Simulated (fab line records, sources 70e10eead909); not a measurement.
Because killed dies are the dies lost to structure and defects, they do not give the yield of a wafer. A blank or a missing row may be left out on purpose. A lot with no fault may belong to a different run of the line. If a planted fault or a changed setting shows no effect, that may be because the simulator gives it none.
Which of the tools did it? || flow nand-harc || 39 wafers from 13 lots sampled at 6 of the route's 1302 steps

## WHAT THE GAUGES SHOWED, per wafer
NHARC_A_ONON_D2_THK_MEAS_21: measures by ellipsometry.
{"lot": "L778", "measured": "day 12 20:31", "on": "film-metro-01", "thk-nm (nm)": "979 980 980"}
{"lot": "L783", "measured": "day 15 04:34", "on": "film-metro-02", "thk-nm (nm)": "1015 1017 1016"}
{"lot": "L784", "measured": "day 15 11:44", "on": "film-metro-01", "thk-nm (nm)": "996 996 996"}
{"lot": "L785", "measured": "day 16 02:20", "on": "film-metro-02", "thk-nm (nm)": "1000 999 1000"}
{"lot": "L787", "measured": "day 16 02:20", "on": "film-metro-01", "thk-nm (nm)": "1006 1005 1006"}
{"lot": "L786", "measured": "day 16 02:21", "on": "film-metro-02", "thk-nm (nm)": "1003 1002 1002"}
{"lot": "L788", "measured": "day 17 11:56", "on": "film-metro-02", "thk-nm (nm)": "1007 1009 1007"}
{"lot": "L792", "measured": "day 18 16:35", "on": "film-metro-02", "thk-nm (nm)": "1523 999 1522"}
{"lot": "L797", "measured": "day 20 18:46", "on": "film-metro-01", "thk-nm (nm)": "1009 1007 1009"}
{"lot": "L798", "measured": "day 21 09:14", "on": "film-metro-02", "thk-nm (nm)": "979 979 979"}
{"lot": "L799", "measured": "day 21 09:14", "on": "film-metro-01", "thk-nm (nm)": "1005 1004 1005"}
{"lot": "L800", "measured": "day 22 06:13", "on": "film-metro-02", "thk-nm (nm)": "1014 1017 1017"}
{"lot": "L801", "measured": "day 22 06:13", "on": "film-metro-01", "thk-nm (nm)": "1002 1002 1002"}

NHARC_END_SORT_01.
{"lot": "L792", "measured": "day 30 11:58", "on": "prober-02", "killed-at-array": "675 39 675", "killed-at-other": "0 0 0", "killed-at-periphery": "2 3 2", "killed-dies": "677 42 677", "killed-open": "3 2 1", "killed-short": "2 1 2"}

## EACH LOT AND THE TOOL THAT RAN IT (in order: tool; ch and the chambers of the sampled wafers; start)
{"lot": "L778", "NHARC_A_CHANNEL_HOLE_D1_XSEM_31": "xsem-01 ch 0, day 8 23:16", "NHARC_A_CHANNEL_FILL_D1_ALD_15": "ald-sin-batch-01 ch 0, day 11 01:13 or earlier", "NHARC_A_CHANNEL_FILL_D1_CMP_10": "cmp-04 ch 0,1,3, day 11 01:13", "NHARC_A_ONON_D2_DEP_19": "pecvd-onon-01 ch 0, day 12 20:04"}
{"lot": "L783", "NHARC_A_CHANNEL_HOLE_D1_XSEM_31": "xsem-01 ch 0, day 10 18:29", "NHARC_A_CHANNEL_FILL_D1_ALD_15": "ald-sin-batch-03 ch 0, day 12 18:04 or earlier", "NHARC_A_CHANNEL_FILL_D1_CMP_10": "cmp-02 ch 1,2,3, day 12 18:04", "NHARC_A_ONON_D2_DEP_19": "pecvd-onon-04 ch 0, day 15 04:03"}
{"lot": "L784", "NHARC_A_CHANNEL_HOLE_D1_XSEM_31": "xsem-02 ch 0, day 11 11:41", "NHARC_A_CHANNEL_FILL_D1_ALD_15": "ald-sin-batch-03 ch 0, day 13 15:01 or earlier", "NHARC_A_CHANNEL_FILL_D1_CMP_10": "cmp-02 ch 0,1,3, day 13 15:01", "NHARC_A_ONON_D2_DEP_19": "pecvd-onon-02 ch 0, day 15 11:13"}
{"lot": "L785", "NHARC_A_CHANNEL_HOLE_D1_XSEM_31": "xsem-01 ch 0, day 12 02:05", "NHARC_A_CHANNEL_FILL_D1_ALD_15": "ald-sin-batch-01 ch 0, day 12 12:44", "NHARC_A_CHANNEL_FILL_D1_CMP_10": "cmp-01 ch 1,2,3, day 14 03:51", "NHARC_A_ONON_D2_DEP_19": "pecvd-onon-01 ch 0, day 16 01:57"}
{"lot": "L787", "NHARC_A_CHANNEL_HOLE_D1_XSEM_31": "xsem-02 ch 0, day 12 10:18", "NHARC_A_CHANNEL_FILL_D1_ALD_15": "ald-sin-batch-03 ch 0, day 14 10:26 or earlier", "NHARC_A_CHANNEL_FILL_D1_CMP_10": "cmp-02 ch 0,1,2, day 14 10:26", "NHARC_A_ONON_D2_DEP_19": "pecvd-onon-04 ch 0, day 16 01:53"}
{"lot": "L786", "NHARC_A_CHANNEL_HOLE_D1_XSEM_31": "xsem-01 ch 0, day 12 12:02", "NHARC_A_CHANNEL_FILL_D1_ALD_15": "ald-sin-batch-03 ch 0, day 12 21:09", "NHARC_A_CHANNEL_FILL_D1_CMP_10": "cmp-01 ch 0,3, day 14 10:28", "NHARC_A_ONON_D2_DEP_19": "pecvd-onon-02 ch 0, day 16 01:57"}
{"lot": "L788", "NHARC_A_CHANNEL_HOLE_D1_XSEM_31": "xsem-02 ch 0, day 13 06:44", "NHARC_A_CHANNEL_FILL_D1_ALD_15": "ald-sin-batch-01 ch 0, day 15 11:00 or earlier", "NHARC_A_CHANNEL_FILL_D1_CMP_10": "cmp-04 ch 0,1,2, day 15 11:00", "NHARC_A_ONON_D2_DEP_19": "pecvd-onon-04 ch 0, day 17 11:26"}
{"lot": "L792", "NHARC_A_CHANNEL_HOLE_D1_XSEM_31": "xsem-02 ch 0, day 14 21:28", "NHARC_A_CHANNEL_FILL_D1_ALD_15": "ald-sin-batch-02 ch 0, day 16 20:42 or earlier", "NHARC_A_CHANNEL_FILL_D1_CMP_10": "cmp-04 ch 1,3, day 16 20:42", "NHARC_A_ONON_D2_DEP_19": "pecvd-onon-04 ch 0, day 18 16:08"}
{"lot": "L797", "NHARC_A_CHANNEL_HOLE_D1_XSEM_31": "xsem-02 ch 0, day 16 11:35", "NHARC_A_CHANNEL_FILL_D1_ALD_15": "ald-sin-batch-01 ch 0, day 18 15:47 or earlier", "NHARC_A_CHANNEL_FILL_D1_CMP_10": "cmp-04 ch 1,2,3, day 18 15:47", "NHARC_A_ONON_D2_DEP_19": "pecvd-onon-02 ch 0, day 20 18:15"}
{"lot": "L798", "NHARC_A_CHANNEL_HOLE_D1_XSEM_31": "xsem-01 ch 0, day 17 08:06", "NHARC_A_CHANNEL_FILL_D1_ALD_15": "ald-sin-batch-01 ch 0, day 19 08:01 or earlier", "NHARC_A_CHANNEL_FILL_D1_CMP_10": "cmp-04 ch 0,1,2, day 19 08:01", "NHARC_A_ONON_D2_DEP_19": "pecvd-onon-01 ch 0, day 21 08:44"}
{"lot": "L799", "NHARC_A_CHANNEL_HOLE_D1_XSEM_31": "xsem-02 ch 0, day 17 11:45", "NHARC_A_CHANNEL_FILL_D1_ALD_15": "ald-sin-batch-02 ch 0, day 17 22:25", "NHARC_A_CHANNEL_FILL_D1_CMP_10": "cmp-01 ch 0,3, day 19 11:40", "NHARC_A_ONON_D2_DEP_19": "pecvd-onon-02 ch 0, day 21 08:54"}
{"lot": "L800", "NHARC_A_CHANNEL_HOLE_D1_XSEM_31": "xsem-01 ch 0, day 17 18:42", "NHARC_A_CHANNEL_FILL_D1_ALD_15": "ald-sin-batch-02 ch 0, day 20 00:10 or earlier", "NHARC_A_CHANNEL_FILL_D1_CMP_10": "cmp-01 ch 0,2,3, day 20 00:10", "NHARC_A_ONON_D2_DEP_19": "pecvd-onon-04 ch 0, day 22 05:40"}
{"lot": "L801", "NHARC_A_CHANNEL_HOLE_D1_XSEM_31": "xsem-01 ch 0, day 18 10:34", "NHARC_A_CHANNEL_FILL_D1_ALD_15": "ald-sin-batch-02 ch 0, day 20 10:15 or earlier", "NHARC_A_CHANNEL_FILL_D1_CMP_10": "cmp-02 ch 0,2, day 20 10:15", "NHARC_A_ONON_D2_DEP_19": "pecvd-onon-02 ch 0, day 22 05:40"}
- NHARC_A_CHANNEL_HOLE_D1_XSEM_31
- NHARC_A_CHANNEL_FILL_D1_ALD_15: deposits SiNx, target thk 2 nm, pulse time 60 s, ald cycles 19.
- NHARC_A_CHANNEL_FILL_D1_CMP_10: polishes, target thk 150 nm.
- NHARC_A_ONON_D2_DEP_19: target thk 1000 nm.

## WHAT THE TOOLS THEMSELVES READ (means of the sampled wafers that have a number; where no wafer has one, the mark that the record gives instead)
NHARC_A_CHANNEL_HOLE_D1_XSEM_31.
{"lot": "L778", "tool": "xsem-01", "bot-cd-nm (nm)": 74.5, "bow-nm (nm)": 8.84, "tilt-deg (degrees)": 0.05}
{"lot": "L783", "tool": "xsem-01", "bot-cd-nm (nm)": 73.8, "bow-nm (nm)": 9.13, "tilt-deg (degrees)": 0.04}
{"lot": "L784", "tool": "xsem-02", "bot-cd-nm (nm)": 75.0, "bow-nm (nm)": 8.40, "tilt-deg (degrees)": 0.02}
{"lot": "L785", "tool": "xsem-01", "bot-cd-nm (nm)": 75.5, "bow-nm (nm)": 8.67, "tilt-deg (degrees)": 0.00}
{"lot": "L787", "tool": "xsem-02", "bot-cd-nm (nm)": 74.7, "bow-nm (nm)": 8.95, "tilt-deg (degrees)": 0.09}
{"lot": "L786", "tool": "xsem-01", "bot-cd-nm (nm)": 75.8, "bow-nm (nm)": 8.50, "tilt-deg (degrees)": 0.06}
{"lot": "L788", "tool": "xsem-02", "bot-cd-nm (nm)": 75.7, "bow-nm (nm)": 8.53, "tilt-deg (degrees)": 0.08}
{"lot": "L792", "tool": "xsem-02", "bot-cd-nm (nm)": 75.8, "bow-nm (nm)": 8.97, "tilt-deg (degrees)": 0.08}
{"lot": "L797", "tool": "xsem-02", "bot-cd-nm (nm)": 73.9, "bow-nm (nm)": 8.50, "tilt-deg (degrees)": 0.04}
{"lot": "L798", "tool": "xsem-01", "bot-cd-nm (nm)": 75.2, "bow-nm (nm)": 8.67, "tilt-deg (degrees)": 0.10}
{"lot": "L799", "tool": "xsem-02", "bot-cd-nm (nm)": 74.5, "bow-nm (nm)": 8.71, "tilt-deg (degrees)": 0.07}
{"lot": "L800", "tool": "xsem-01", "bot-cd-nm (nm)": 74.3, "bow-nm (nm)": 8.49, "tilt-deg (degrees)": 0.09}
{"lot": "L801", "tool": "xsem-01", "bot-cd-nm (nm)": 76.1, "bow-nm (nm)": 8.60, "tilt-deg (degrees)": 0.04}

NHARC_A_CHANNEL_FILL_D1_ALD_15.
{"lot": "L778", "tool": "ald-sin-batch-01", "precursor-pulse-height-rel": 0.995}
{"lot": "L783", "tool": "ald-sin-batch-03", "precursor-pulse-height-rel": 0.988}
{"lot": "L784", "tool": "ald-sin-batch-03", "precursor-pulse-height-rel": 0.978}
{"lot": "L785", "tool": "ald-sin-batch-01", "precursor-pulse-height-rel": 1.033}
{"lot": "L787", "tool": "ald-sin-batch-03", "precursor-pulse-height-rel": 0.973}
{"lot": "L786", "tool": "ald-sin-batch-03", "precursor-pulse-height-rel": 0.997}
{"lot": "L788", "tool": "ald-sin-batch-01", "precursor-pulse-height-rel": 1.028}
{"lot": "L792", "tool": "ald-sin-batch-02", "precursor-pulse-height-rel": 0.994}
{"lot": "L797", "tool": "ald-sin-batch-01", "precursor-pulse-height-rel": 0.993}
{"lot": "L798", "tool": "ald-sin-batch-01", "precursor-pulse-height-rel": 0.995}
{"lot": "L799", "tool": "ald-sin-batch-02", "precursor-pulse-height-rel": 1.003}
{"lot": "L800", "tool": "ald-sin-batch-02", "precursor-pulse-height-rel": 0.996}
{"lot": "L801", "tool": "ald-sin-batch-02", "precursor-pulse-height-rel": 0.981}

NHARC_A_CHANNEL_FILL_D1_CMP_10.
{"lot": "L778", "tool": "cmp-04", "motor-current-A (A)": 12.5, "slurry-flow-ml-min": 150.4, "time-to-endpoint-s (s)": 18.1}
{"lot": "L783", "tool": "cmp-02", "motor-current-A (A)": 13.7, "slurry-flow-ml-min": 150.3, "time-to-endpoint-s (s)": 14.5}
{"lot": "L784", "tool": "cmp-02", "motor-current-A (A)": 13.1, "slurry-flow-ml-min": 149.8, "time-to-endpoint-s (s)": 14.3}
{"lot": "L785", "tool": "cmp-01", "motor-current-A (A)": 12.6, "slurry-flow-ml-min": 149.7, "time-to-endpoint-s (s)": 15.5}
{"lot": "L787", "tool": "cmp-02", "motor-current-A (A)": 13.1, "slurry-flow-ml-min": 150.3, "time-to-endpoint-s (s)": 17.2}
{"lot": "L786", "tool": "cmp-01", "motor-current-A (A)": 12.3, "slurry-flow-ml-min": 150.0, "time-to-endpoint-s (s)": 13.0}
{"lot": "L788", "tool": "cmp-04", "motor-current-A (A)": 12.3, "slurry-flow-ml-min": 149.8, "time-to-endpoint-s (s)": 15.4}
{"lot": "L792", "tool": "cmp-04", "motor-current-A (A)": 12.9, "slurry-flow-ml-min": 150.3, "time-to-endpoint-s (s)": 15.6}
{"lot": "L797", "tool": "cmp-04", "motor-current-A (A)": 12.5, "slurry-flow-ml-min": 149.7, "time-to-endpoint-s (s)": 15.9}
{"lot": "L798", "tool": "cmp-04", "motor-current-A (A)": 12.2, "slurry-flow-ml-min": 149.7, "time-to-endpoint-s (s)": 14.2}
{"lot": "L799", "tool": "cmp-01", "motor-current-A (A)": 12.0, "slurry-flow-ml-min": 149.5, "time-to-endpoint-s (s)": 15.2}
{"lot": "L800", "tool": "cmp-01", "motor-current-A (A)": 12.6, "slurry-flow-ml-min": 149.5, "time-to-endpoint-s (s)": 15.8}
{"lot": "L801", "tool": "cmp-02", "motor-current-A (A)": 13.3, "slurry-flow-ml-min": 149.7, "time-to-endpoint-s (s)": 15.1}

## THE ANSWER, worked out from the rows above alone
Rule: the lots themselves supply what counts as usual. The widest of any qualifying gaps counts: lots, ordered by their means at a reading, are off when they make up no more than a third of the lots, leave a main group of 4 or more, and stand apart from it by 3 or more times the standard deviation of that group's means. If all means in a main group match to the digits the tables above print for the reading, that group is not used. Also off: a lot with no number at a reading for which 4 or more lots have one. Any other lot the step has rows for is counted as sound. First the gauges in route order, then the tools' own readings, where a lot's mean is used as printed above. At the first step where some lot is off, the reading lying furthest off is the one used; lots without a number count as furthest.
Off: L792, at NHARC_A_ONON_D2_THK_MEAS_21 (thk-nm). The main group: mean 1001 nm, standard deviation 11.
A tool fits if, at a process step before that reading, it ran every lot that is off, and no sound lot after the first of them. Those tools and the gauges at NHARC_A_ONON_D2_THK_MEAS_21 are tried in the same way. With no start given for some of its lots, NHARC_A_CHANNEL_FILL_D1_ALD_15 uses the hours and lot order of NHARC_A_CHANNEL_FILL_D1_CMP_10. None of those tried fits.

## WHAT THE SIMULATOR PUT IN
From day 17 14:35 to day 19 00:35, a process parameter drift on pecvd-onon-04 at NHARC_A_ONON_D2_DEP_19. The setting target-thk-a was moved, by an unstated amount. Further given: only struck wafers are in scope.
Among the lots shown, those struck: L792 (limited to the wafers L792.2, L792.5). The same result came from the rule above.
